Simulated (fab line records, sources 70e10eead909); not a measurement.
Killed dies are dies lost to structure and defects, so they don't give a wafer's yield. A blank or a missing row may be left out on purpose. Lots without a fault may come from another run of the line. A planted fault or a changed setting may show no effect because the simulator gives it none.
Chamber matching | flow nand_harc | NHARC_P_M0_CMP_23 on cmp-02: 4 sister chambers
The step polishes, t overpolish 20 s, target thk 117.54 nm. 18 wafers are shown with their chamber, then 9 later ones without.

WAFERS WITH THEIR CHAMBER
wafer  | chamber | motor_current_A (A) | time_to_endpoint_s (s)
L074.1 | 1       | 14.0                | 29
L074.4 | 0       | 11.4                | 27
L074.6 | 1       | 13.4                | 30
L075.2 | 3       | 12.3                | 31
L075.5 | 2       | 11.6                | 34
L075.6 | 1       | 13.0                | 33
L078.3 | 2       | 10.9                | 30
L078.4 | 1       | 13.0                | 32
L078.6 | 3       | 12.0                | 29
L079.1 | 1       | 12.8                | 32
L079.2 | 3       | 11.8                | 29
L079.3 | 0       | 10.6                | 30
L082.1 | 2       | 11.3                | 31
L082.2 | 3       | 12.3                | 30
L082.5 | 2       | 11.4                | 32
L088.1 | 1       | 12.8                | 30
L088.2 | 3       | 12.3                | 30
L088.5 | 0       | 10.7                | 28

SIGNATURES (means of the wafers above)
reading            | chamber 0 | chamber 1 | chamber 2 | chamber 3 | scatter within a chamber
motor_current_A    | 10.900    | 13.167    | 11.300    | 12.140    | 0.371
time_to_endpoint_s | 28.33     | 31.00     | 31.75     | 29.80     | 1.42
Rule: a wafer's distance from a chamber is the root of the sum, over the readings, of the square of ((its reading less the chamber's mean) divided by the reading's scatter). The wafer belongs to the nearest chamber; if the next one is less than 2 further off, it can't be placed. The scatter: the root of (the sum of the squares of (reading less its chamber's mean) over the shown wafers, divided by (wafers less chambers)).

WAFERS WITHOUT THEIR CHAMBER
wafer  | motor_current_A (A) | time_to_endpoint_s (s)
L091.1 | 11.1                | 33
L091.2 | 10.9                | 26
L091.3 | 11.8                | 29
L092.4 | 11.5                | 32
L092.5 | 10.9                | 27
L092.6 | 11.5                | 28
L094.1 | 11.6                | 27
L094.3 | 13.3                | 29
L094.4 | 10.3                | 25

WHICH CHAMBER EACH WENT THROUGH
wafer  | from the rows above          | in truth
L091.1 | 2                            | 2
L091.2 | 0                            | 0
L091.3 | can't be placed: 3 or 2 or 0 | 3
L092.4 | can't be placed: 2 or 3      | 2
L092.5 | 0                            | 0
L092.6 | can't be placed: 0 or 3 or 2 | 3
L094.1 | can't be placed: 0 or 3 or 2 | 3
L094.3 | can't be placed: 1 or 3      | 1
L094.4 | 0                            | 0
Placed correctly: 4 of 9. Can't be placed from these rows: 5 (the true chamber is among the candidates in 5). Placed wrongly: 0.
